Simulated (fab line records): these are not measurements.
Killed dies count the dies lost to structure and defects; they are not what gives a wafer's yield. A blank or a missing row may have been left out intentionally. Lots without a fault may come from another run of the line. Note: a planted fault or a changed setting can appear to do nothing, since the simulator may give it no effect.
fab line records :: flow n5Finfet :: part 2 of 2: steps 19 to 28 of 28
record:
  lots: 5
  wafers: 15
  lastDay: 17
route steps=1938 shown BEOL_M3@972
lots untouched by any fault: they come from a run of this same line in which no faults occurred
startH: hours from the record's first day to the start of the lot's first wafer shown :: waitH: hours since the lot's step before :: " identical to the entry in the row above :: L1.1+2: a row that stands for several wafers :: - no value, or no start was given :: * or withheld: withheld :: < > ~ a bound
route shown NAME@n: names a module that has steps shown in the file, with the first one's number in the route :: usual: the fault-free wafers' mean and standard deviation :: same: alike in all rows :: chamber/n: place in a boat :: sites: the reading at each site :: _std_site: standard deviation across them :: _edge_site: outer sites' mean less inner sites' :: radiusMm: for every site, how far away it sits from the centre of the wafer :: mask NAME#n: copy n :: behind: the most recent tool/chamber to have shaped the wafer :: hold: why the lot was held/for how many hours/how that ended :: device: names the non-switching transistor (n, p or np) :: end of line: the tests these same wafers got at the end of their route :: step lacking rows: just its recipe :: killed: not the wafer's yield, but the dies lost to structure and defects at the first sort :: map: a wafer's dies, x killed, . not, _ none there
set.NAME: the run value of the setting; set.NAME@STEP: its run value at that earlier step :: model.NAME: the simulator's own value behind a step, which no gauge read
lots seen at some steps along the route; tables by step, rows by wafer
services: a tool's chamber out of use, with start hour (startH, from the record's first day; less than 0 if before it), hours out, and reason
== steps ==
step: N5_BEOL_M3_PRE_CLEAN_45
recipe:
  gas: H2/He
  timeS: 30
  tempC: 250
usual:
  heaterPowerW: 323/39
lot.wafer: L074.1
tool: pvdSputter-01
chamber: -
startH: 158.85
waitH: 0.0
heaterPowerW: 351

lot.wafer: L074.4
tool: pvdSputter-01
chamber: -
startH: 158.85
waitH: 0.0
heaterPowerW: 330

lot.wafer: L074.6
tool: pvdSputter-01
chamber: -
startH: 158.85
waitH: 0.0
heaterPowerW: 333

lot.wafer: L077.4
tool: pvdSputter-02
chamber: -
startH: 174.56
waitH: 0.0
heaterPowerW: 273

lot.wafer: L077.5
tool: pvdSputter-02
chamber: -
startH: 174.56
waitH: 0.0
heaterPowerW: 356

lot.wafer: L077.6
tool: pvdSputter-02
chamber: -
startH: 174.56
waitH: 0.0
heaterPowerW: 288

lot.wafer: L091.1
tool: pvdSputter-02
chamber: -
startH: 242.87
waitH: 0.0
heaterPowerW: 280

lot.wafer: L091.4
tool: pvdSputter-02
chamber: -
startH: 242.87
waitH: 0.0
heaterPowerW: 348

lot.wafer: L091.5
tool: pvdSputter-02
chamber: -
startH: 242.87
waitH: 0.0
heaterPowerW: 382

lot.wafer: L095.2
tool: pvdSputter-02
chamber: -
startH: 278.68
waitH: 0.0
heaterPowerW: 271

lot.wafer: L095.4
tool: pvdSputter-02
chamber: -
startH: 278.68
waitH: 0.0
heaterPowerW: 354

lot.wafer: L095.5
tool: pvdSputter-02
chamber: -
startH: 278.68
waitH: 0.0
heaterPowerW: 293

lot.wafer: L097.2
tool: pvdSputter-03
chamber: -
startH: 288.47
waitH: 0.0
heaterPowerW: 283

lot.wafer: L097.3
tool: pvdSputter-03
chamber: -
startH: 288.47
waitH: 0.0
heaterPowerW: 278

lot.wafer: L097.5
tool: pvdSputter-03
chamber: -
startH: 288.47
waitH: 0.0
heaterPowerW: 387
step: N5_BEOL_M3_ALD_84
recipe:
  material: TaN
  targetThkA: *
  tempC: 275
  aldPrecursorFamily: PDMAT
  aldCoReactant: NH3
  pressureTorr: 3
  carrierFlowSccm: 1500
  pulseTimeS: 2
  purgeTimeS: 3
  coReactantPurgeTimeS: 2
  coReactantPulseTimeS: 3
  aldCycles: 30
  precursorVesselTempC: 75
  precursorVesselPressureTorr: 26.25
  precursorVesselCarrierSccm: 1000
usual:
  heaterPowerW: 413/50
same:
  coReactantPurgeTimeS: 2
lot.wafer: L074.1
tool: aldMetal-02
chamber: 0
startH: 158.93
waitH: 0.1
heaterPowerW: 503

lot.wafer: L074.4
tool: aldMetal-02
chamber: 2
startH: 158.93
waitH: 0.1
heaterPowerW: 424

lot.wafer: L074.6
tool: aldMetal-02
chamber: 3
startH: 158.93
waitH: 0.1
heaterPowerW: 411

lot.wafer: L077.4
tool: aldMetal-02
chamber: 3
startH: 174.62
waitH: 0.0
heaterPowerW: 404

lot.wafer: L077.5
tool: aldMetal-02
chamber: 2
startH: 174.62
waitH: 0.0
heaterPowerW: 420

lot.wafer: L077.6
tool: aldMetal-02
chamber: 1
startH: 174.62
waitH: 0.0
heaterPowerW: 364

lot.wafer: L091.1
tool: aldMetal-03
chamber: 1
startH: 242.95
waitH: 0.1
heaterPowerW: 397

lot.wafer: L091.4
tool: aldMetal-03
chamber: 0
startH: 242.95
waitH: 0.1
heaterPowerW: 412

lot.wafer: L091.5
tool: aldMetal-03
chamber: 1
startH: 242.95
waitH: 0.1
heaterPowerW: 411

lot.wafer: L095.2
tool: aldMetal-03
chamber: 1
startH: 278.85
waitH: 0.2
heaterPowerW: 399

lot.wafer: L095.4
tool: aldMetal-03
chamber: 0
startH: 278.85
waitH: 0.2
heaterPowerW: 417

lot.wafer: L095.5
tool: aldMetal-03
chamber: 2
startH: 278.85
waitH: 0.2
heaterPowerW: 319

lot.wafer: L097.2
tool: aldMetal-03
chamber: 1
startH: 288.53
waitH: 0.0
heaterPowerW: 393

lot.wafer: L097.3
tool: aldMetal-03
chamber: 2
startH: 288.53
waitH: 0.0
heaterPowerW: 308

lot.wafer: L097.5
tool: aldMetal-03
chamber: 1
startH: 288.53
waitH: 0.0
heaterPowerW: 414
step: N5_BEOL_M3_SURFACE_TREAT_85
recipe:
  gas: Ar
  timeS: *
  ionEnergyEv: *
  ionCurrentMaCm2: 0.5
  pressureMtorr: *
  arFlowSccm: 30
usual:
  pressureMtorr: *
  throttleValvePct: *
lot.wafer: L074.1
tool: pvdSputter-02
chamber: -
startH: 160.44
waitH: 1.4
pressureMtorr: *
throttleValvePct: *

lot.wafer: L074.4
tool: pvdSputter-02
chamber: -
startH: 160.44
waitH: 1.4
pressureMtorr: *
throttleValvePct: *

lot.wafer: L074.6
tool: pvdSputter-02
chamber: -
startH: 160.44
waitH: 1.4
pressureMtorr: *
throttleValvePct: *

lot.wafer: L077.4
tool: pvdSputter-02
chamber: -
startH: 175.00
waitH: 0.3
pressureMtorr: *
throttleValvePct: *

lot.wafer: L077.5
tool: pvdSputter-02
chamber: -
startH: 175.00
waitH: 0.3
pressureMtorr: *
throttleValvePct: *

lot.wafer: L077.6
tool: pvdSputter-02
chamber: -
startH: 175.00
waitH: 0.3
pressureMtorr: *
throttleValvePct: *

lot.wafer: L091.1
tool: pvdSputter-01
chamber: -
startH: 243.23
waitH: 0.2
pressureMtorr: *
throttleValvePct: *

lot.wafer: L091.4
tool: pvdSputter-01
chamber: -
startH: 243.23
waitH: 0.2
pressureMtorr: *
throttleValvePct: *

lot.wafer: L091.5
tool: pvdSputter-01
chamber: -
startH: 243.23
waitH: 0.2
pressureMtorr: *
throttleValvePct: *

lot.wafer: L095.2
tool: pvdSputter-01
chamber: -
startH: 279.12
waitH: 0.2
pressureMtorr: *
throttleValvePct: *

lot.wafer: L095.4
tool: pvdSputter-01
chamber: -
startH: 279.12
waitH: 0.2
pressureMtorr: *
throttleValvePct: *

lot.wafer: L095.5
tool: pvdSputter-01
chamber: -
startH: 279.12
waitH: 0.2
pressureMtorr: *
throttleValvePct: *

lot.wafer: L097.2
tool: pvdSputter-03
chamber: -
startH: 290.35
waitH: 1.7
pressureMtorr: *
throttleValvePct: *

lot.wafer: L097.3
tool: pvdSputter-03
chamber: -
startH: 290.35
waitH: 1.7
pressureMtorr: *
throttleValvePct: *

lot.wafer: L097.5
tool: pvdSputter-03
chamber: -
startH: 290.35
waitH: 1.7
pressureMtorr: *
throttleValvePct: *
step: N5_BEOL_M3_CVD_47
recipe:
  material: Co
  targetThkA: 30
  tempC: withheld
  precursor: CCTBA/H2
  pressureTorr: 30
  timeS: 223.8
lot.wafer: L074.1+4+6
tool: cvdCo-02
chamber: 1,0,2
startH: 160.52
waitH: 0.1

lot.wafer: L077.4+5+6
tool: cvdCo-02
chamber: 1,0,2
startH: 175.40
waitH: 0.4

lot.wafer: L091.1+4+5
tool: cvdCo-01
chamber: 2,1,0
startH: 243.35
waitH: 0.1

lot.wafer: L095.2+4+5
tool: cvdCo-01
chamber: 2,2,1
startH: 279.36
waitH: 0.2

lot.wafer: L097.2+3+5
tool: cvdCo-02
chamber: 2,0,2
startH: 290.54
waitH: 0.2
step: N5_BEOL_M3_SPUTTER_48
recipe:
  material: Cu
  targetThkA: 45
  tempC: -20
  chamberPressurePa: 0.07
  powerW: withheld
  timeS: 8.29
usual:
  throttleValvePct: 30.1/0.65
lot.wafer: L074.1
tool: pvdSputter-02
chamber: -
startH: 160.76
waitH: 0.2
throttleValvePct: 30.3

lot.wafer: L074.4
tool: pvdSputter-02
chamber: -
startH: 160.76
waitH: 0.2
throttleValvePct: 31.0

lot.wafer: L074.6
tool: pvdSputter-02
chamber: -
startH: 160.76
waitH: 0.2
throttleValvePct: 30.1

lot.wafer: L077.4
tool: pvdSputter-02
chamber: -
startH: 175.54
waitH: 0.1
throttleValvePct: 29.4

lot.wafer: L077.5
tool: pvdSputter-02
chamber: -
startH: 175.54
waitH: 0.1
throttleValvePct: 31.1

lot.wafer: L077.6
tool: pvdSputter-02
chamber: -
startH: 175.54
waitH: 0.1
throttleValvePct: 30.1

lot.wafer: L091.1
tool: pvdSputter-01
chamber: -
startH: 243.59
waitH: 0.2
throttleValvePct: 30.6

lot.wafer: L091.4
tool: pvdSputter-01
chamber: -
startH: 243.59
waitH: 0.2
throttleValvePct: 29.8

lot.wafer: L091.5
tool: pvdSputter-01
chamber: -
startH: 243.59
waitH: 0.2
throttleValvePct: 30.1

lot.wafer: L095.2
tool: pvdSputter-02
chamber: -
startH: 279.53
waitH: 0.1
throttleValvePct: 29.9

lot.wafer: L095.4
tool: pvdSputter-02
chamber: -
startH: 279.53
waitH: 0.1
throttleValvePct: 29.3

lot.wafer: L095.5
tool: pvdSputter-02
chamber: -
startH: 279.53
waitH: 0.1
throttleValvePct: 30.8

lot.wafer: L097.2
tool: pvdSputter-03
chamber: -
startH: 290.81
waitH: 0.2
throttleValvePct: 30.6

lot.wafer: L097.3
tool: pvdSputter-03
chamber: -
startH: 290.81
waitH: 0.2
throttleValvePct: 30.0

lot.wafer: L097.5
tool: pvdSputter-03
chamber: -
startH: 290.81
waitH: 0.2
throttleValvePct: 31.0
step: N5_BEOL_M3_ANNEAL_49
recipe:
  tempC: 400
  timeS: 240
  ambient: vacuum
usual:
  heaterPowerW: 804/97
  susceptor_temp_C_max: 400.9/0.35
lot.wafer: L074.1
tool: pvdSputter-02
chamber: -
startH: 160.84
waitH: 0.0
heaterPowerW: 878
susceptor_temp_C_max: 400.6

lot.wafer: L074.4
tool: pvdSputter-02
chamber: -
startH: 160.84
waitH: 0.0
heaterPowerW: 715
susceptor_temp_C_max: 401.0

lot.wafer: L074.6
tool: pvdSputter-02
chamber: -
startH: 160.84
waitH: 0.0
heaterPowerW: 893
susceptor_temp_C_max: 400.3

lot.wafer: L077.4
tool: pvdSputter-02
chamber: -
startH: 175.62
waitH: 0.0
heaterPowerW: 948
susceptor_temp_C_max: 401.1

lot.wafer: L077.5
tool: pvdSputter-02
chamber: -
startH: 175.62
waitH: 0.0
heaterPowerW: 722
susceptor_temp_C_max: 400.8

lot.wafer: L077.6
tool: pvdSputter-02
chamber: -
startH: 175.62
waitH: 0.0
heaterPowerW: 898
susceptor_temp_C_max: 399.8

lot.wafer: L091.1
tool: pvdSputter-01
chamber: -
startH: 243.67
waitH: 0.0
heaterPowerW: 795
susceptor_temp_C_max: 401.6

lot.wafer: L091.4
tool: pvdSputter-01
chamber: -
startH: 243.67
waitH: 0.0
heaterPowerW: 859
susceptor_temp_C_max: 400.9

lot.wafer: L091.5
tool: pvdSputter-01
chamber: -
startH: 243.67
waitH: 0.0
heaterPowerW: 847
susceptor_temp_C_max: 400.8

lot.wafer: L095.2
tool: pvdSputter-02
chamber: -
startH: 279.61
waitH: 0.0
heaterPowerW: 668
susceptor_temp_C_max: 400.9

lot.wafer: L095.4
tool: pvdSputter-02
chamber: -
startH: 279.61
waitH: 0.0
heaterPowerW: 941
susceptor_temp_C_max: 401.4

lot.wafer: L095.5
tool: pvdSputter-02
chamber: -
startH: 279.61
waitH: 0.0
heaterPowerW: 720
susceptor_temp_C_max: 401.3

lot.wafer: L097.2
tool: pvdSputter-03
chamber: -
startH: 290.89
waitH: 0.0
heaterPowerW: 705
susceptor_temp_C_max: 401.4

lot.wafer: L097.3
tool: pvdSputter-03
chamber: -
startH: 290.89
waitH: 0.0
heaterPowerW: 660
susceptor_temp_C_max: 401.2

lot.wafer: L097.5
tool: pvdSputter-03
chamber: -
startH: 290.89
waitH: 0.0
heaterPowerW: 694
susceptor_temp_C_max: 401.4
step: N5_BEOL_M3_SPUTTER_79
recipe:
  material: Cu
  targetThkA: 45
  tempC: -20
  chamberPressurePa: 0.07
  powerW: withheld
  timeS: 8.29
usual:
  throttleValvePct: 30.1/0.65
lot.wafer: L074.1
tool: pvdSputter-02
chamber: -
startH: 160.98
waitH: 0.1
throttleValvePct: 30.1

lot.wafer: L074.4
tool: pvdSputter-02
chamber: -
startH: 160.98
waitH: 0.1
throttleValvePct: 31.0

lot.wafer: L074.6
tool: pvdSputter-02
chamber: -
startH: 160.98
waitH: 0.1
throttleValvePct: 30.2

lot.wafer: L077.4
tool: pvdSputter-02
chamber: -
startH: 175.76
waitH: 0.1
throttleValvePct: 29.1

lot.wafer: L077.5
tool: pvdSputter-02
chamber: -
startH: 175.76
waitH: 0.1
throttleValvePct: 30.8

lot.wafer: L077.6
tool: pvdSputter-02
chamber: -
startH: 175.76
waitH: 0.1
throttleValvePct: 30.1

lot.wafer: L091.1
tool: pvdSputter-01
chamber: -
startH: 243.81
waitH: 0.1
throttleValvePct: 30.5

lot.wafer: L091.4
tool: pvdSputter-01
chamber: -
startH: 243.81
waitH: 0.1
throttleValvePct: 30.0

lot.wafer: L091.5
tool: pvdSputter-01
chamber: -
startH: 243.81
waitH: 0.1
throttleValvePct: 30.0

lot.wafer: L095.2
tool: pvdSputter-02
chamber: -
startH: 279.75
waitH: 0.1
throttleValvePct: 30.2

lot.wafer: L095.4
tool: pvdSputter-02
chamber: -
startH: 279.75
waitH: 0.1
throttleValvePct: 29.5

lot.wafer: L095.5
tool: pvdSputter-02
chamber: -
startH: 279.75
waitH: 0.1
throttleValvePct: 31.0

lot.wafer: L097.2
tool: pvdSputter-03
chamber: -
startH: 291.03
waitH: 0.1
throttleValvePct: 30.9

lot.wafer: L097.3
tool: pvdSputter-03
chamber: -
startH: 291.03
waitH: 0.1
throttleValvePct: 30.1

lot.wafer: L097.5
tool: pvdSputter-03
chamber: -
startH: 291.03
waitH: 0.1
throttleValvePct: 30.9
step: N5_BEOL_M3_ANNEAL_80
recipe:
  tempC: 400
  timeS: 240
  ambient: vacuum
usual:
  heaterPowerW: 804/95
  susceptor_temp_C_max: 400.9/0.38
lot.wafer: L074.1
tool: pvdSputter-02
chamber: -
startH: 161.06
waitH: 0.0
heaterPowerW: 866
susceptor_temp_C_max: 400.4

lot.wafer: L074.4
tool: pvdSputter-02
chamber: -
startH: 161.06
waitH: 0.0
heaterPowerW: 708
susceptor_temp_C_max: 401.4

lot.wafer: L074.6
tool: pvdSputter-02
chamber: -
startH: 161.06
waitH: 0.0
heaterPowerW: 909
susceptor_temp_C_max: 400.2

lot.wafer: L077.4
tool: pvdSputter-02
chamber: -
startH: 175.84
waitH: 0.0
heaterPowerW: 942
susceptor_temp_C_max: 401.7

lot.wafer: L077.5
tool: pvdSputter-02
chamber: -
startH: 175.84
waitH: 0.0
heaterPowerW: 721
susceptor_temp_C_max: 401.1

lot.wafer: L077.6
tool: pvdSputter-02
chamber: -
startH: 175.84
waitH: 0.0
heaterPowerW: 876
susceptor_temp_C_max: 400.9

lot.wafer: L091.1
tool: pvdSputter-01
chamber: -
startH: 243.89
waitH: 0.0
heaterPowerW: 802
susceptor_temp_C_max: 401.4

lot.wafer: L091.4
tool: pvdSputter-01
chamber: -
startH: 243.89
waitH: 0.0
heaterPowerW: 864
susceptor_temp_C_max: 401.1

lot.wafer: L091.5
tool: pvdSputter-01
chamber: -
startH: 243.89
waitH: 0.0
heaterPowerW: 857
susceptor_temp_C_max: 400.7

lot.wafer: L095.2
tool: pvdSputter-02
chamber: -
startH: 279.83
waitH: 0.0
heaterPowerW: 667
susceptor_temp_C_max: 400.9

lot.wafer: L095.4
tool: pvdSputter-02
chamber: -
startH: 279.83
waitH: 0.0
heaterPowerW: 931
susceptor_temp_C_max: 401.6

lot.wafer: L095.5
tool: pvdSputter-02
chamber: -
startH: 279.83
waitH: 0.0
heaterPowerW: 721
susceptor_temp_C_max: 401.4

lot.wafer: L097.2
tool: pvdSputter-03
chamber: -
startH: 291.11
waitH: 0.0
heaterPowerW: 723
susceptor_temp_C_max: 400.6

lot.wafer: L097.3
tool: pvdSputter-03
chamber: -
startH: 291.11
waitH: 0.0
heaterPowerW: 671
susceptor_temp_C_max: 400.5

lot.wafer: L097.5
tool: pvdSputter-03
chamber: -
startH: 291.11
waitH: 0.0
heaterPowerW: 701
susceptor_temp_C_max: 401.1
step: N5_BEOL_M3_SPUTTER_81
recipe:
  material: Cu
  targetThkA: 45
  tempC: -20
  chamberPressurePa: 0.07
  powerW: withheld
  timeS: 8.29
usual:
  throttleValvePct: 30.1/0.63
lot.wafer: L074.1
tool: pvdSputter-02
chamber: -
startH: 161.20
waitH: 0.1
throttleValvePct: 30.1

lot.wafer: L074.4
tool: pvdSputter-02
chamber: -
startH: 161.20
waitH: 0.1
throttleValvePct: 31.0

lot.wafer: L074.6
tool: pvdSputter-02
chamber: -
startH: 161.20
waitH: 0.1
throttleValvePct: 30.1

lot.wafer: L077.4
tool: pvdSputter-02
chamber: -
startH: 175.98
waitH: 0.1
throttleValvePct: 29.6

lot.wafer: L077.5
tool: pvdSputter-02
chamber: -
startH: 175.98
waitH: 0.1
throttleValvePct: 30.7

lot.wafer: L077.6
tool: pvdSputter-02
chamber: -
startH: 175.98
waitH: 0.1
throttleValvePct: 30.2

lot.wafer: L091.1
tool: pvdSputter-01
chamber: -
startH: 244.03
waitH: 0.1
throttleValvePct: 30.5

lot.wafer: L091.4
tool: pvdSputter-01
chamber: -
startH: 244.03
waitH: 0.1
throttleValvePct: 30.2

lot.wafer: L091.5
tool: pvdSputter-01
chamber: -
startH: 244.03
waitH: 0.1
throttleValvePct: 29.9

lot.wafer: L095.2
tool: pvdSputter-02
chamber: -
startH: 279.97
waitH: 0.1
throttleValvePct: 30.2

lot.wafer: L095.4
tool: pvdSputter-02
chamber: -
startH: 279.97
waitH: 0.1
throttleValvePct: 29.2

lot.wafer: L095.5
tool: pvdSputter-02
chamber: -
startH: 279.97
waitH: 0.1
throttleValvePct: 30.9

lot.wafer: L097.2
tool: pvdSputter-03
chamber: -
startH: 291.25
waitH: 0.1
throttleValvePct: 30.7

lot.wafer: L097.3
tool: pvdSputter-03
chamber: -
startH: 291.25
waitH: 0.1
throttleValvePct: 30.2

lot.wafer: L097.5
tool: pvdSputter-03
chamber: -
startH: 291.25
waitH: 0.1
throttleValvePct: 30.8
step: N5_BEOL_M3_ANNEAL_82
recipe:
  tempC: 400
  timeS: 240
  ambient: vacuum
usual:
  heaterPowerW: 804/94
  susceptor_temp_C_max: 400.9/0.41
lot.wafer: L074.1
tool: pvdSputter-02
chamber: -
startH: 161.28
waitH: 0.0
heaterPowerW: 867
susceptor_temp_C_max: 400.4

lot.wafer: L074.4
tool: pvdSputter-02
chamber: -
startH: 161.28
waitH: 0.0
heaterPowerW: 713
susceptor_temp_C_max: 400.7

lot.wafer: L074.6
tool: pvdSputter-02
chamber: -
startH: 161.28
waitH: 0.0
heaterPowerW: 877
susceptor_temp_C_max: 400.6

lot.wafer: L077.4
tool: pvdSputter-02
chamber: -
startH: 176.06
waitH: 0.0
heaterPowerW: 949
susceptor_temp_C_max: 402.2

lot.wafer: L077.5
tool: pvdSputter-02
chamber: -
startH: 176.06
waitH: 0.0
heaterPowerW: 734
susceptor_temp_C_max: 401.1

lot.wafer: L077.6
tool: pvdSputter-02
chamber: -
startH: 176.06
waitH: 0.0
heaterPowerW: 867
susceptor_temp_C_max: 400.2

lot.wafer: L091.1
tool: pvdSputter-01
chamber: -
startH: 244.11
waitH: 0.0
heaterPowerW: 807
susceptor_temp_C_max: 401.9

lot.wafer: L091.4
tool: pvdSputter-01
chamber: -
startH: 244.11
waitH: 0.0
heaterPowerW: 846
susceptor_temp_C_max: 400.8

lot.wafer: L091.5
tool: pvdSputter-01
chamber: -
startH: 244.11
waitH: 0.0
heaterPowerW: 855
susceptor_temp_C_max: 400.8

lot.wafer: L095.2
tool: pvdSputter-02
chamber: -
startH: 280.05
waitH: 0.0
heaterPowerW: 680
susceptor_temp_C_max: 400.9

lot.wafer: L095.4
tool: pvdSputter-02
chamber: -
startH: 280.05
waitH: 0.0
heaterPowerW: 929
susceptor_temp_C_max: 401.1

lot.wafer: L095.5
tool: pvdSputter-02
chamber: -
startH: 280.05
waitH: 0.0
heaterPowerW: 724
susceptor_temp_C_max: 400.8

lot.wafer: L097.2
tool: pvdSputter-03
chamber: -
startH: 291.33
waitH: 0.0
heaterPowerW: 694
susceptor_temp_C_max: 400.9

lot.wafer: L097.3
tool: pvdSputter-03
chamber: -
startH: 291.33
waitH: 0.0
heaterPowerW: 675
susceptor_temp_C_max: 401.5

lot.wafer: L097.5
tool: pvdSputter-03
chamber: -
startH: 291.33
waitH: 0.0
heaterPowerW: 699
susceptor_temp_C_max: 401.7
== services ==
tool: aldSin-04
chamber: 1
startH: 137.93
hours: 12.3
kind: repair

tool: cvdCo-02
chamber: -
startH: 150.86
hours: 0.7
kind: repair

tool: pvdSputter-01
chamber: -
startH: 151.43
hours: 3.4
kind: repair

tool: rieDiel-01
chamber: 3
startH: 154.67
hours: 14.1
kind: repair

tool: aldSin-04
chamber: -
startH: 173.10
hours: 6.0
kind: pm

tool: rieDiel-04
chamber: 3
startH: 176.15
hours: -
kind: clean

tool: rieDiel-04
chamber: 3
startH: 176.15
hours: -
kind: consumableReplace:focusRing

tool: rieDiel-04
chamber: 3
startH: 176.15
hours: -
kind: consumableReplace:showerhead

tool: rieDiel-04
chamber: 3
startH: 176.15
hours: 12.3
kind: scheduledDown

tool: rieDiel-04
chamber: 3
startH: 176.15
hours: 12.3
kind: ventCycle

tool: aldSin-04
chamber: -
startH: 179.10
hours: 14.0
kind: pm

tool: rieDiel-04
chamber: 0
startH: 202.29
hours: 6.5
kind: repair

tool: rieDiel-05
chamber: 2
startH: 205.97
hours: 1.6
kind: repair

tool: wetBench-02
chamber: -
startH: 206.53
hours: 6.9
kind: repair

tool: rieDiel-05
chamber: -
startH: 216.89
hours: 0.8
kind: repair

tool: wetBench-04
chamber: -
startH: 227.34
hours: 4.4
kind: pm

tool: rieDiel-04
chamber: 2
startH: 233.69
hours: 4.1
kind: repair

tool: aldSin-04
chamber: 1
startH: 233.85
hours: 9.4
kind: repair

tool: aldSin-01
chamber: -
startH: 240.48
hours: 14.6
kind: pm

tool: aldSin-04
chamber: 3
startH: 241.97
hours: 2.1
kind: repair

tool: rieDiel-04
chamber: 2
startH: 252.40
hours: 19.3
kind: repair

tool: aldSin-04
chamber: -
startH: 263.86
hours: 2.8
kind: pm

tool: rieDiel-05
chamber: 3
startH: 276.30
hours: -
kind: clean

tool: cvdCo-01
chamber: -
startH: 280.61
hours: 0.2
kind: repair
